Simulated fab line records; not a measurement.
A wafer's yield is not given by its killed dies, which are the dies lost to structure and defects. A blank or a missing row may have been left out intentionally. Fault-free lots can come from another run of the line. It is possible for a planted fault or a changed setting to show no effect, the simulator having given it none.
fab line records    flow nand_harc
record lots=14  wafers=42  last_day=25
route steps=1159 shown P_ZERO_WELL@14 P_STI@91 END@1159
lots that met no fault: from a run of the same line without faults
start_h: the number of hours between the record's first day and the start of the first shown wafer of the lot    wait_h: time in hours since the lot's previous step    " same as the row above    L1.1+2: a single row standing in for several wafers    - no value present, or no start provided    * or withheld: withheld    < > ~ a bound
route shown NAME@n: NAME is a module with steps in the file, n the number in the route of the first one    usual: mean/standard deviation taken from wafers without a fault    same: alike in all rows    chamber/n: place in a boat    sites: each site's reading    _std_site: standard deviation of those values    _edge_site: outer sites' mean less inner sites'    radius_mm: for every site, how far away it sits from the centre of the wafer    mask NAME#n: copy n    behind: the tool/chamber that last shaped the wafer    hold: why the lot was held/for how many hours/how that ended    device: names the non-switching transistor (n, p or np)    end of line: the same wafers' tests at the end of the route    a step without rows: its recipe alone    killed: not the wafer's yield, but the dies lost to structure and defects at the first sort    map: a wafer's dies, x killed, . not, _ none there
set.NAME: the run value of the setting; set.NAME@STEP: its run value at that earlier step    model.NAME: the simulator's own value behind a step, which no gauge read
steps of the route over a sample of lots; a table a step, a row a wafer
services: from which hour (start_h, from the record's first day; less than 0 if before it) a tool's chamber was out of use, for how many hours, and why
## steps
# step NHARC_P_ZERO_WELL_CD_MEAS_11
# recipe target_cd_nm=500  landing_energy_ev=500
# usual cd_nm=499.6/1.8
# same landing_energy_ev=500
lot.wafer  tool       chamber  start_h  wait_h  cd_nm
L339.2     cd_sem-03  0        19.62    -       498.5
L339.5     "          0        "        "       494.7
L339.6     "          0        "        "       497.3
L340.1     cd_sem-03  0        25.38    -       498.8
L340.2     "          0        "        "       498.7
L340.5     "          0        "        "       501.3
L341.1     cd_sem-02  0        31.11    -       501.4
L341.5     "          0        "        "       500.0
L341.6     "          0        "        "       500.1
L342.1     cd_sem-02  0        37.25    -       498.5
L342.4     "          0        "        "       497.4
L342.5     "          0        "        "       498.0
L343.1     cd_sem-03  0        43.24    -       497.3
L343.3     "          0        "        "       497.9
L343.5     "          0        "        "       498.2
L346.2     cd_sem-03  0        61.27    -       502.8
L346.5     "          0        "        "       499.5
L346.6     "          0        "        "       500.7
L348.1     cd_sem-02  0        73.25    -       501.0
L348.3     "          0        "        "       501.9
L348.6     "          0        "        "       497.9
L351.2     cd_sem-01  0        91.26    -       497.8
L351.4     "          0        "        "       498.8
L351.5     "          0        "        "       496.4
L355.4     cd_sem-03  0        115.32   -       500.0
L355.5     "          0        "        "       500.5
L355.6     "          0        "        "       501.4
L356.2     cd_sem-01  0        121.24   -       500.7
L356.5     "          0        "        "       499.0
L356.6     "          0        "        "       501.8
L358.2     cd_sem-01  0        133.24   -       501.5
L358.3     "          0        "        "       499.6
L358.4     "          0        "        "       497.5
L359.1     cd_sem-01  0        139.43   -       498.0
L359.2     "          0        "        "       497.1
L359.6     "          0        "        "       497.2
L360.4     cd_sem-03  0        145.26   -       500.9
L360.5     "          0        "        "       498.8
L360.6     "          0        "        "       498.6
L361.2     cd_sem-03  0        151.11   -       497.8
L361.5     "          0        "        "       501.0
L361.6     "          0        "        "       500.4
# step NHARC_P_ZERO_WELL_IMPLANT_27
# recipe energy_kev=600  dose_cm2=1e+13  tilt_deg=7
# usual beam_on_s=10.01/0.18  end_station_pressure_torr=5.09e-06/2.8e-07
# same implant_ion_amu=31
lot.wafer  tool          chamber  start_h  wait_h  beam_on_s  end_station_pressure_torr
L339.2     implanter-02  0        21.30    0.1     9.95       5.33e-06
L339.5     "             0        "        "       9.85       4.95e-06
L339.6     "             0        "        "       10.18      5.32e-06
L340.1     implanter-01  0        27.35    0.1     9.81       5.32e-06
L340.2     "             0        "        "       10.10      5.08e-06
L340.5     "             0        "        "       9.98       4.87e-06
L341.1     implanter-02  0        32.75    0.1     9.72       5.16e-06
L341.5     "             0        "        "       10.16      5.02e-06
L341.6     "             0        "        "       10.15      5.33e-06
L342.1     implanter-01  0        38.78    0.1     10.03      4.57e-06
L342.4     "             0        "        "       10.14      5.46e-06
L342.5     "             0        "        "       10.16      4.91e-06
L343.1     implanter-01  0        44.90    0.1     9.90       5.18e-06
L343.3     "             0        "        "       10.00      5.04e-06
L343.5     "             0        "        "       9.90       4.75e-06
L343.1     implanter-01  0        45.33    0.4     10.16      4.91e-06
L343.3     "             0        "        "       10.08      5.16e-06
L343.5     "             0        "        "       10.12      5.49e-06
L346.2     implanter-02  0        62.96    0.2     9.99       4.94e-06
L346.5     "             0        "        "       10.01      4.67e-06
L346.6     "             0        "        "       10.13      4.75e-06
L348.1     implanter-01  0        74.79    0.1     10.09      4.87e-06
L348.3     "             0        "        "       9.95       4.9e-06
L348.6     "             0        "        "       10.11      5.46e-06
L348.1     implanter-01  0        75.20    0.4     10.07      5.27e-06
L348.3     "             0        "        "       9.90       5.14e-06
L348.6     "             0        "        "       9.97       5.05e-06
L351.2     implanter-01  0        92.94    0.1     10.38      4.65e-06
L351.4     "             0        "        "       9.99       5.21e-06
L351.5     "             0        "        "       10.30      5.01e-06
L351.2     implanter-01  0        93.36    0.4     9.72       4.59e-06
L351.4     "             0        "        "       9.77       5.17e-06
L351.5     "             0        "        "       9.74       5.25e-06
L355.4     implanter-01  0        117.06   0.2     9.68       4.64e-06
L355.5     "             0        "        "       9.86       5.22e-06
L355.6     "             0        "        "       10.00      4.43e-06
L356.2     implanter-02  0        122.91   0.1     9.95       5.05e-06
L356.5     "             0        "        "       10.33      4.94e-06
L356.6     "             0        "        "       10.04      5.01e-06
L358.2     implanter-02  0        134.94   0.1     9.84       5.2e-06
L358.3     "             0        "        "       9.91       5.95e-06
L358.4     "             0        "        "       10.21      5.57e-06
L359.1     implanter-02  0        141.08   0.1     10.26      4.73e-06
L359.2     "             0        "        "       9.86       4.88e-06
L359.6     "             0        "        "       10.00      4.95e-06
L360.4     implanter-01  0        146.86   0.2     10.10      5.13e-06
L360.5     "             0        "        "       9.99       6e-06
L360.6     "             0        "        "       10.13      5.13e-06
L361.2     implanter-01  0        152.85   0.2     9.87       5.07e-06
L361.5     "             0        "        "       10.25      4.95e-06
L361.6     "             0        "        "       9.75       5.24e-06
# step NHARC_P_STI_CD_MEAS_16
# usual cd_nm=199.9/2.5
lot.wafer  tool       chamber  start_h  wait_h  cd_nm
L339.2     cd_sem-03  -        44.91    -       199.2
L339.5     "          -        "        "       198.4
L339.6     "          -        "        "       202.2
L340.1     cd_sem-03  -        45.08    -       203.8
L340.2     "          -        "        "       203.5
L340.5     "          -        "        "       200.8
L341.1     cd_sem-03  -        54.63    -       202.6
L341.5     "          -        "        "       201.3
L341.6     "          -        "        "       201.9
L342.1     cd_sem-01  -        61.56    -       200.5
L342.4     "          -        "        "       200.8
L342.5     "          -        "        "       203.4
L343.1     cd_sem-02  -        67.20    -       197.1
L343.3     "          -        "        "       202.7
L343.5     "          -        "        "       196.1
L346.2     cd_sem-02  -        86.98    -       198.4
L346.5     "          -        "        "       203.4
L346.6     "          -        "        "       198.2
L348.1     cd_sem-01  -        96.73    -       203.4
L348.3     "          -        "        "       202.9
L348.6     "          -        "        "       197.0
L351.2     cd_sem-01  -        114.37   -       197.0
L351.4     "          -        "        "       201.9
L351.5     "          -        "        "       195.9
L355.4     cd_sem-02  -        139.62   -       198.4
L355.5     "          -        "        "       200.3
L355.6     "          -        "        "       199.3
L356.2     cd_sem-03  -        147.78   -       195.4
L356.5     "          -        "        "       200.5
L356.6     "          -        "        "       199.1
L358.2     cd_sem-02  -        155.83   -       200.1
L358.3     "          -        "        "       203.7
L358.4     "          -        "        "       201.2
L359.1     cd_sem-03  -        162.73   -       199.7
L359.2     "          -        "        "       196.6
L359.6     "          -        "        "       199.8
L360.4     cd_sem-02  -        170.94   -       200.2
L360.5     "          -        "        "       201.6
L360.6     "          -        "        "       199.5
L361.2     cd_sem-02  -        176.51   -       199.4
L361.5     "          -        "        "       198.3
L361.6     "          -        "        "       197.6
# step NHARC_P_STI_CMP_21
# recipe t_overpolish_s=20  target_thk_nm=380.67
# usual motor_current_A=11.6/1.2  overpolish_run_s=20.000/0.0087
lot.wafer  tool    chamber  start_h  wait_h  motor_current_A  overpolish_run_s
L340.1     cmp-04  0        66.22    0.4     9.7              20.012
L340.2     "       1        "        "       9.9              20.003
L340.5     "       3        "        "       11.0             20.001
L339.2     cmp-03  0        66.24    0.4     12.2             19.990
L339.6     "       1        "        "       13.8             20.005
L339.5     "       2        "        "       11.4             20.001
L341.1     cmp-04  3        73.04    0.4     11.1             20.003
L341.5     "       1        "        "       10.2             20.004
L341.6     "       2        "        "       12.9             20.015
L342.4     cmp-02  3        81.71    0.4     11.5             19.981
L342.1     "       1        "        "       10.1             20.001
L342.5     "       2        "        "       12.3             19.995
L343.1     cmp-03  2        86.45    0.4     10.9             20.002
L343.3     "       3        "        "       12.1             19.995
L343.5     "       2        "        "       11.2             19.993
L346.2     cmp-02  3        105.99   0.4     12.1             19.986
L346.6     "       0        "        "       11.4             19.991
L346.5     "       1        "        "       10.4             19.996
L348.3     cmp-03  3        118.64   0.4     12.2             20.022
L348.1     "       0        "        "       11.7             20.000
L348.6     "       1        "        "       13.5             20.000
L351.4     cmp-04  3        136.02   0.4     11.7             19.997
L351.2     "       1        "        "       9.8              19.989
L351.5     "       2        "        "       12.0             19.991
L355.4     cmp-02  0        159.32   0.4     10.9             20.005
L355.6     "       0        "        "       11.3             19.995
L355.5     "       1        "        "       10.3             19.994
L356.2     cmp-02  1        169.27   0.4     10.2             19.990
L356.6     "       0        "        "       11.1             19.991
L356.5     "       1        "        "       10.5             19.990
L358.4     cmp-02  3        176.14   0.4     11.2             19.997
L358.3     "       0        "        "       11.0             20.010
L358.2     "       2        "        "       13.2             20.001
L359.1     cmp-04  2        182.65   0.4     12.3             19.995
L359.2     "       3        "        "       11.2             20.000
L359.6     "       1        "        "       10.3             19.989
L360.4     cmp-02  3        189.99   0.4     11.3             19.996
L360.5     "       2        "        "       12.8             19.999
L360.6     "       3        "        "       12.0             20.010
L361.2     cmp-04  2        198.21   0.4     12.4             20.005
L361.5     "       1        "        "       10.1             19.999
L361.6     "       2        "        "       12.9             19.992
# step NHARC_END_SORT_01
# recipe temp_c=25
# usual killed_at_array=29/11  killed_at_other=0.5/0.8  killed_at_periphery=3.5/2.8  killed_dies=33/12  killed_open=3.1/1.8  killed_short=1.8/1.4
# same gross_dies=677
lot.wafer  tool       chamber  start_h  wait_h  killed_at_array  killed_at_other  killed_at_periphery  killed_dies  killed_open  killed_short
L343.1     prober-02  0        484.46   2.5     13               0                1                    14           1            1
L343.3     prober-02  0        486.06   3.1     11               0                3                    14           2            1
L343.5     prober-02  0        487.66   3.7     12               0                4                    16           4            1
L348.1     prober-01  0        513.94   2.5     24               0                1                    25           3            0
L348.3     prober-01  0        515.57   3.1     18               1                1                    20           2            0
L348.6     prober-01  0        518.00   4.1     19               1                1                    21           2            1
L351.2     prober-02  0        521.39   2.8     35               0                2                    37           2            0
L351.4     prober-02  0        523.01   3.4     49               0                4                    53           2            6
L351.5     prober-02  0        523.82   3.7     46               0                1                    47           2            2
# killed by level:class
L343.1 A_CHANNEL_HOLE_D1:chamber_film_flake=4 A_CONTACT:chamber_film_flake=3 A_ZERO_WELL:chamber_film_flake=2 A_STAIRCASE:chamber_film_flake=2 A_CHANNEL_FILL_D1:geometric_particle:short=1 A_CONTACT:geometric_particle:open=1 P_ZERO_WELL:chamber_film_flake=1
L343.3 A_CHANNEL_HOLE_D1:chamber_film_flake=3 A_CONTACT:chamber_film_flake=3 A_STAIRCASE:chamber_film_flake=2 P_M0:geometric_particle:short=1 A_CHANNEL_FILL_D1:geometric_particle:open=1 A_M0:geometric_particle:open=1 P_ZERO_WELL:chamber_film_flake=1 P_GATE:chamber_film_flake=1
L343.5 A_CHANNEL_HOLE_D1:chamber_film_flake=4 A_M1:geometric_particle:open=3 P_GATE:chamber_film_flake=2 A_WL_FILL:chamber_film_flake=2 A_CONTACT:geometric_particle:open=1 A_M0:geometric_particle:short=1 P_STI:chamber_film_flake=1 P_CONTACT:chamber_film_flake=1
L348.1 A_CHANNEL_HOLE_D1:chamber_film_flake=5 A_M1:chamber_film_flake=5 A_CHANNEL_FILL_D1:chamber_film_flake=3 A_CONTACT:chamber_film_flake=3 A_STAIRCASE:chamber_film_flake=2 A_M0:chamber_film_flake=2 A_ONON_D1:geometric_particle:open=1 A_SGD_CUT:geometric_particle:open=1
L348.3 A_CHANNEL_HOLE_D1:chamber_film_flake=5 A_M1:chamber_film_flake=4 A_STAIRCASE:chamber_film_flake=3 A_CONTACT:chamber_film_flake=3 P_GATE:geometric_particle:open=1 A_CONTACT:geometric_particle:open=1 A_WL_FILL:chamber_film_flake=1 A_CHANNEL_FILL_D1:chamber_film_flake=1
L348.6 A_STAIRCASE:chamber_film_flake=5 A_M0:chamber_film_flake=5 A_CONTACT:chamber_film_flake=2 A_M1:chamber_film_flake=2 P_CONTACT:geometric_particle:open=1 A_WL_FILL:geometric_particle:short=1 A_CONTACT:geometric_particle:open=1 A_CHANNEL_HOLE_D1:chamber_film_flake=1
L351.2 A_SLIT:chamber_film_flake=16 A_CHANNEL_HOLE_D1:chamber_film_flake=13 A_ZERO_WELL:chamber_film_flake=2 A_CONTACT:geometric_particle:open=1 A_M0:geometric_particle:open=1 P_GATE:chamber_film_flake=1 P_CONTACT:chamber_film_flake=1 A_STAIRCASE:chamber_film_flake=1
L351.4 A_SLIT:chamber_film_flake=20 A_CHANNEL_HOLE_D1:chamber_film_flake=17 A_ONON_D1:geometric_particle:short=3 A_CONTACT:geometric_particle:open=2 A_STAIRCASE:chamber_film_flake=2 A_WL_FILL:chamber_film_flake=2 A_CONTACT:chamber_film_flake=2 P_GATE:geometric_particle:short=1
L351.5 A_CHANNEL_HOLE_D1:chamber_film_flake=16 A_SLIT:chamber_film_flake=16 A_STAIRCASE:chamber_film_flake=6 A_CONTACT:chamber_film_flake=3 A_CHANNEL_HOLE_D1:geometric_particle:short=1 A_CHANNEL_FILL_D1:geometric_particle:short=1 A_CONTACT:geometric_particle:open=1 A_BLC:geometric_particle:open=1
## services
tool          chamber  start_h  hours  kind
cmp-04        -        7.00     4.0    pm
cmp-04        -        11.00    -      consumable_replace:conditioner
cmp-04        -        11.00    -      consumable_replace:pad
cmp-02        -        30.50    4.0    pm
cmp-02        -        34.50    -      consumable_replace:conditioner
cmp-02        -        34.50    -      consumable_replace:pad
cmp-02        -        38.60    5.1    repair
cmp-03        -        58.00    4.0    pm
implanter-02  -        61.06    1.1    repair
implanter-01  -        61.94    1.9    repair
implanter-02  -        79.31    2.2    repair
implanter-02  -        85.00    13.0   pm
cmp-02        -        101.88   2.7    repair
cmp-04        -        105.00   4.0    pm
cmp-04        -        109.00   -      consumable_replace:conditioner
cmp-04        -        109.00   -      consumable_replace:pad
cmp-02        -        128.50   4.0    pm
cmp-02        -        132.50   -      consumable_replace:conditioner
cmp-02        -        132.50   -      consumable_replace:pad
implanter-02  -        138.62   0.9    repair
cmp-03        -        150.08   9.8    repair
cmp-04        -        156.08   0.4    repair
cmp-03        -        159.89   4.0    pm
cmp-03        -        174.38   4.3    repair
## key
first_sign step=NHARC_P_ZERO_WELL_IMPLANT_27  reading=visit  direction=added
effect none on later readings
met_at NHARC_P_ZERO_WELL_IMPLANT_27
struck_lots L343,L348,L351
tester_left_out L343,L348,L351
not_acting_at NHARC_P_ZERO_WELL_CD_MEAS_11,NHARC_P_STI_CD_MEAS_16,NHARC_P_STI_CMP_21
fault kind=repeated_step_whole  tool=implanter-01,implanter-02  chamber=-  onset_h=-  steps=NHARC_P_ZERO_WELL_IMPLANT_27  times=1  scope=struck_lots_only
# tester_left_out: of these lots the tester's yield and bins aren't shown, on N5 and GAA mostly nor the transistor test; their killed dies are dies lost to structure and defects alone, not to doping, threshold or leakage, so they don't give the yield
